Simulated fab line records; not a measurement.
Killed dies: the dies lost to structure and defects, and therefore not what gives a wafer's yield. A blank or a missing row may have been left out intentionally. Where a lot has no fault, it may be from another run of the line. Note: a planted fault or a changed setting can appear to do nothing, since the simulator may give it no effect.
What tool caused it? / flow nand harc / 13 lots, 39 wafers sampled, at 5 steps of a route of 1302

== WHAT EACH GAUGE READ, for each wafer ==
NHARC_A_BLC_INSPECT_28.
lot=L949; measured=day 23 02:45; on=defect inspect-02; raw defect count=767 529 734
lot=L952; measured=day 23 14:22; on=defect inspect-02; raw defect count=512 475 563
lot=L951; measured=day 23 21:52; on=defect inspect-01; raw defect count=557 803 679
lot=L953; measured=day 25 05:51; on=defect inspect-01; raw defect count=465 504 507
lot=L954; measured=day 25 09:02; on=defect inspect-02; raw defect count=563 693 483
lot=L955; measured=day 25 12:46; on=defect inspect-01; raw defect count=983 1050 718
lot=L962; measured=day 28 22:18; on=defect inspect-01; raw defect count=342 305 329
lot=L964; measured=day 30 09:56; on=defect inspect-01; raw defect count=537 556 510
lot=L969; measured=day 30 23:09; on=defect inspect-02; raw defect count=355 440 453
lot=L967; measured=day 31 05:25; on=defect inspect-01; raw defect count=492 429 620
lot=L968; measured=day 31 05:59; on=defect inspect-01; raw defect count=443 486 513
lot=L970; measured=day 32 01:11; on=defect inspect-01; raw defect count=551 606 544
lot=L971; measured=day 32 19:49; on=defect inspect-01; raw defect count=393 531 419

NHARC_END_SORT_01.
lot=L952; measured=day 25 05:32; on=prober-02; defect limited yield (%)=96 94 96; killed at array=23 36 27; killed at other=0 0 0; killed at periphery=3 3 3; killed dies=26 39 30; killed open=1 2 8; killed short=1 7 2
lot=L955; measured=day 27 08:57; on=prober-01; defect limited yield (%)=91 92 92; killed at array=56 51 56; killed at other=1 1 0; killed at periphery=1 2 0; killed dies=58 54 56; killed open=3 2 1; killed short=2 2 2
lot=L962; measured=day 30 12:40; on=prober-02; defect limited yield (%)=93 92 94; killed at array=45 55 41; killed at other=0 0 0; killed at periphery=1 1 2; killed dies=46 56 43; killed open=3 4 2; killed short=2 3 2

== EACH LOT AND THE TOOL THAT RAN IT (in order: tool; ch and the chambers of the sampled wafers; start) ==
lot=L949; NHARC_A_M0_PVD_21=pvd sputter-02, day 23 06:55 or earlier; NHARC_A_M1_DEP_00=pecvd-02 ch 0,1, day 23 06:55; NHARC_A_M1_DESCUM_14=rie diel-07 ch 1,3, day 23 07:53
lot=L952; NHARC_A_M0_PVD_21=pvd sputter-02, day 23 18:24 or earlier; NHARC_A_M1_DEP_00=pecvd-04 ch 0,1,2, day 23 18:24; NHARC_A_M1_DESCUM_14=rie diel-07 ch 1,2, day 23 19:22
lot=L951; NHARC_A_M0_PVD_21=pvd sputter-01, day 24 02:01 or earlier; NHARC_A_M1_DEP_00=pecvd-04 ch 0,1,2, day 24 02:01; NHARC_A_M1_DESCUM_14=rie diel-04 ch 1,3, day 24 03:02
lot=L953; NHARC_A_M0_PVD_21=pvd sputter-03, day 25 10:13 or earlier; NHARC_A_M1_DEP_00=pecvd-04 ch 0,2, day 25 10:13; NHARC_A_M1_DESCUM_14=rie diel-04 ch 2,3, day 25 11:14
lot=L954; NHARC_A_M0_PVD_21=pvd sputter-03, day 25 13:12 or earlier; NHARC_A_M1_DEP_00=pecvd-04 ch 1,2, day 25 13:12; NHARC_A_M1_DESCUM_14=rie diel-04 ch 0,2,3, day 25 14:12
lot=L955; NHARC_A_M0_PVD_21=pvd sputter-03, day 25 16:55 or earlier; NHARC_A_M1_DEP_00=pecvd-04 ch 0,2, day 25 16:55; NHARC_A_M1_DESCUM_14=rie diel-04 ch 0,1,2, day 25 17:54
lot=L962; NHARC_A_M0_PVD_21=pvd sputter-01, day 29 02:35 or earlier; NHARC_A_M1_DEP_00=pecvd-03 ch 0,2, day 29 02:35; NHARC_A_M1_DESCUM_14=rie diel-02 ch 0,2,3, day 29 03:29
lot=L964; NHARC_A_M0_PVD_21=pvd sputter-01, day 30 14:05 or earlier; NHARC_A_M1_DEP_00=pecvd-03 ch 0,1,2, day 30 14:05; NHARC_A_M1_DESCUM_14=rie diel-07 ch 0,1,3, day 30 15:07
lot=L969; NHARC_A_M0_PVD_21=pvd sputter-02, day 31 03:27 or earlier; NHARC_A_M1_DEP_00=pecvd-04 ch 0,1,2, day 31 03:27; NHARC_A_M1_DESCUM_14=rie diel-04 ch 0,1,3, day 31 04:29
lot=L967; NHARC_A_M0_PVD_21=pvd sputter-01, day 31 09:28 or earlier; NHARC_A_M1_DEP_00=pecvd-04 ch 0,1, day 31 09:28; NHARC_A_M1_DESCUM_14=rie diel-02 ch 1,2, day 31 10:26
lot=L968; NHARC_A_M0_PVD_21=pvd sputter-03, day 31 10:13 or earlier; NHARC_A_M1_DEP_00=pecvd-02 ch 0,1,2, day 31 10:13; NHARC_A_M1_DESCUM_14=rie diel-04 ch 1,2,3, day 31 11:05
lot=L970; NHARC_A_M0_PVD_21=pvd sputter-03, day 32 09:39 or earlier; NHARC_A_M1_DEP_00=pecvd-04 ch 0,2, day 32 09:39; NHARC_A_M1_DESCUM_14=rie diel-07 ch 0,2,3, day 32 10:37
lot=L971; NHARC_A_M0_PVD_21=pvd sputter-03, day 32 23:56 or earlier; NHARC_A_M1_DEP_00=pecvd-02 ch 0,1,2, day 32 23:56; NHARC_A_M1_DESCUM_14=rie diel-07 ch 1,2,3, day 33 00:49
- NHARC_A_M0_PVD_21: deposits Cu, target thk 30 nm, time 20.49 s.
- NHARC_A_M1_DEP_00: deposits SiOC, target thk 182.5 nm.
- NHARC_A_M1_DESCUM_14: chemistry O2, time 3 s.

== AS READ BY THE TOOLS THEMSELVES (means over the sampled wafers that have a number; for cases with no such wafer, the mark the record gives instead) ==
NHARC_A_M0_PVD_21.
lot=L949; tool=pvd sputter-02; throttle valve pct (%)=29.5
lot=L952; tool=pvd sputter-02; throttle valve pct (%)=29.6
lot=L951; tool=pvd sputter-01; throttle valve pct (%)=29.6
lot=L953; tool=pvd sputter-03; throttle valve pct (%)=30.7
lot=L954; tool=pvd sputter-03; throttle valve pct (%)=30.3
lot=L955; tool=pvd sputter-03; throttle valve pct (%)=30.3
lot=L962; tool=pvd sputter-01; throttle valve pct (%)=30.5
lot=L964; tool=pvd sputter-01; throttle valve pct (%)=30.5
lot=L969; tool=pvd sputter-02; throttle valve pct (%)=29.3
lot=L967; tool=pvd sputter-01; throttle valve pct (%)=30.6
lot=L968; tool=pvd sputter-03; throttle valve pct (%)=30.9
lot=L970; tool=pvd sputter-03; throttle valve pct (%)=30.9
lot=L971; tool=pvd sputter-03; throttle valve pct (%)=31.9

NHARC_A_M1_DEP_00.
lot=L949; tool=pecvd-02; rf fwd power W (W)=598.8; showerhead vpp V (V)=1507
lot=L952; tool=pecvd-04; rf fwd power W (W)=596.8; showerhead vpp V (V)=1459
lot=L951; tool=pecvd-04; rf fwd power W (W)=599.4; showerhead vpp V (V)=1451
lot=L953; tool=pecvd-04; rf fwd power W (W)=597.7; showerhead vpp V (V)=1485
lot=L954; tool=pecvd-04; rf fwd power W (W)=599.6; showerhead vpp V (V)=1399
lot=L955; tool=pecvd-04; rf fwd power W (W)=599.5; showerhead vpp V (V)=1433
lot=L962; tool=pecvd-03; rf fwd power W (W)=694.5; showerhead vpp V (V)=1576
lot=L964; tool=pecvd-03; rf fwd power W (W)=694.4; showerhead vpp V (V)=1522
lot=L969; tool=pecvd-04; rf fwd power W (W)=598.1; showerhead vpp V (V)=1448
lot=L967; tool=pecvd-04; rf fwd power W (W)=596.2; showerhead vpp V (V)=1490
lot=L968; tool=pecvd-02; rf fwd power W (W)=598.1; showerhead vpp V (V)=1499
lot=L970; tool=pecvd-04; rf fwd power W (W)=598.7; showerhead vpp V (V)=1414
lot=L971; tool=pecvd-02; rf fwd power W (W)=600.4; showerhead vpp V (V)=1492

NHARC_A_M1_DESCUM_14.
lot=L949; tool=rie diel-07; drypump motor current A (A)=6.3; oes product au (a.u.)=0.996; rf vpp V (V)=58.6; showerhead plenum p Torr (Torr)=1.96; throttle valve pct (%)=11.301
lot=L952; tool=rie diel-07; drypump motor current A (A)=6.2; oes product au (a.u.)=1.006; rf vpp V (V)=58.5; showerhead plenum p Torr (Torr)=1.99; throttle valve pct (%)=11.297
lot=L951; tool=rie diel-04; drypump motor current A (A)=6.2; oes product au (a.u.)=0.997; rf vpp V (V)=57.7; showerhead plenum p Torr (Torr)=1.93; throttle valve pct (%)=11.309
lot=L953; tool=rie diel-04; drypump motor current A (A)=6.0; oes product au (a.u.)=0.992; rf vpp V (V)=58.9; showerhead plenum p Torr (Torr)=1.94; throttle valve pct (%)=11.323
lot=L954; tool=rie diel-04; drypump motor current A (A)=5.8; oes product au (a.u.)=1.001; rf vpp V (V)=58.3; showerhead plenum p Torr (Torr)=1.95; throttle valve pct (%)=11.314
lot=L955; tool=rie diel-04; drypump motor current A (A)=6.0; oes product au (a.u.)=0.995; rf vpp V (V)=58.8; showerhead plenum p Torr (Torr)=1.98; throttle valve pct (%)=11.314
lot=L962; tool=rie diel-02; drypump motor current A (A)=5.7; oes product au (a.u.)=0.998; rf vpp V (V)=57.7; showerhead plenum p Torr (Torr)=1.86; throttle valve pct (%)=11.305
lot=L964; tool=rie diel-07; drypump motor current A (A)=5.8; oes product au (a.u.)=0.995; rf vpp V (V)=57.8; showerhead plenum p Torr (Torr)=1.89; throttle valve pct (%)=11.312
lot=L969; tool=rie diel-04; drypump motor current A (A)=6.0; oes product au (a.u.)=0.990; rf vpp V (V)=58.0; showerhead plenum p Torr (Torr)=1.95; throttle valve pct (%)=11.322
lot=L967; tool=rie diel-02; drypump motor current A (A)=5.8; oes product au (a.u.)=0.994; rf vpp V (V)=57.5; showerhead plenum p Torr (Torr)=1.81; throttle valve pct (%)=11.307
lot=L968; tool=rie diel-04; drypump motor current A (A)=6.1; oes product au (a.u.)=0.992; rf vpp V (V)=58.6; showerhead plenum p Torr (Torr)=1.97; throttle valve pct (%)=11.305
lot=L970; tool=rie diel-07; drypump motor current A (A)=5.6; oes product au (a.u.)=0.990; rf vpp V (V)=57.8; showerhead plenum p Torr (Torr)=1.83; throttle valve pct (%)=11.317
lot=L971; tool=rie diel-07; drypump motor current A (A)=6.0; oes product au (a.u.)=0.982; rf vpp V (V)=58.2; showerhead plenum p Torr (Torr)=1.91; throttle valve pct (%)=11.301

== THE ANSWER, worked out from the rows above alone ==
Rule: the usual values come from the lots themselves. Put in order of their means at a reading, lots are off if they are a third of the lots or fewer, leave a main group of 4 or more, and stand apart from it by a gap of 3 or more times the standard deviation of the main group's means; of several such gaps the widest counts. If all means in a main group match to the digits the tables above print for the reading, that group is not used. A lot without any number at a reading at which 4 lots or more have one is off too. Where the step has rows for the other lots, those lots are counted as sound. Order of review: gauges by route order, followed by the tools' own readings, for which a lot's mean as printed above is used. At the first step where some lot is off, the reading lying furthest off is the one used; lots without a number count as furthest.
Off: L962, L964 (NHARC_A_M1_DEP_00, rf fwd power W). Main group: mean 598.5 W, sd 1.2.
If a tool, at that step or one of the process steps before it, ran each lot that is off and ran no sound lot following the first of them, it fits. With no start given for some of its lots, NHARC_A_M0_PVD_21 uses the hours and lot order of NHARC_A_M1_DEP_00. One fits: NHARC_A_M1_DEP_00 on pecvd-03. It ran no sound lot before its first lot that is off in this sample, so the start can't be narrowed down.
The tool's own readings at NHARC_A_M1_DEP_00 bear it out: on the lots that are off they differ by more than 5 times the standard deviation of the sound lots' means. rf fwd power W reads 694.5 W there against 598.5 W on the sound lots.

== WHAT WAS PUT IN BY THE SIMULATOR ==
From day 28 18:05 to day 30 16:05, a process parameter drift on pecvd-03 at NHARC_A_M1_DEP_00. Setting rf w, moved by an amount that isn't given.
Struck lots among those shown: L962, L964. The same result came from the rule above.
